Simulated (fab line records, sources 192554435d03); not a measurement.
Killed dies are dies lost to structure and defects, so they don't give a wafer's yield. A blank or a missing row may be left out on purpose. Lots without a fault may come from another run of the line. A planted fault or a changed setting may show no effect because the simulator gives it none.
Which tool did it? | flow n5_finfet | 10 lots, 27 wafers sampled, at 1 step of a route of 1938

WHAT THE GAUGES READ, wafer by wafer
N5_MOL_CONTACT_COAG_CD_MEAS_08: target cd 28 nm.
lot  | measured     | on        | cd_nm (nm)
L828 | day 5 00:20  | cd_sem-02 | 27.67 27.59 27.85
L829 | day 5 06:26  | cd_sem-01 | 28.08 28.08 28.26
L832 | day 5 17:38  | cd_sem-02 | 28.03 27.67 28.18
L833 | day 6 01:13  | cd_sem-03 | 28.32 28.13 28.09
L839 | day 7 18:33  | cd_sem-02 | 28.04 27.98 27.90
L840 | day 7 21:38  | cd_sem-03 | 27.76 28.30 27.70
L846 | day 9 08:22  | cd_sem-03 | 28.38 27.88
L848 | day 9 17:22  | cd_sem-01 | 27.82 27.87
L849 | day 9 20:45  | cd_sem-01 | 27.73 28.24
L851 | day 10 10:26 | cd_sem-03 | 27.97 28.31 27.97

WHICH TOOL RAN EACH LOT (tool, then ch and the chambers of the sampled wafers, then the start)
The record holds no process step before these readings.

THE ANSWER, worked out from the rows above alone
Rule: what is usual is taken from the lots themselves. Put in order of their means at a reading, lots are off if they are a third of the lots or fewer, leave a main group of 4 or more, and stand apart from it by a gap of 3 or more times the standard deviation of the main group's means; of several such gaps the widest counts. A main group whose means are all the same, to the digits that the tables above print for the reading, isn't used. A lot without any number at a reading at which 4 lots or more have one is off too. The other lots that the step has rows for count as sound.
No lot is off at any reading shown: from this, nothing can be told.

WHAT THE SIMULATOR HAD PUT IN
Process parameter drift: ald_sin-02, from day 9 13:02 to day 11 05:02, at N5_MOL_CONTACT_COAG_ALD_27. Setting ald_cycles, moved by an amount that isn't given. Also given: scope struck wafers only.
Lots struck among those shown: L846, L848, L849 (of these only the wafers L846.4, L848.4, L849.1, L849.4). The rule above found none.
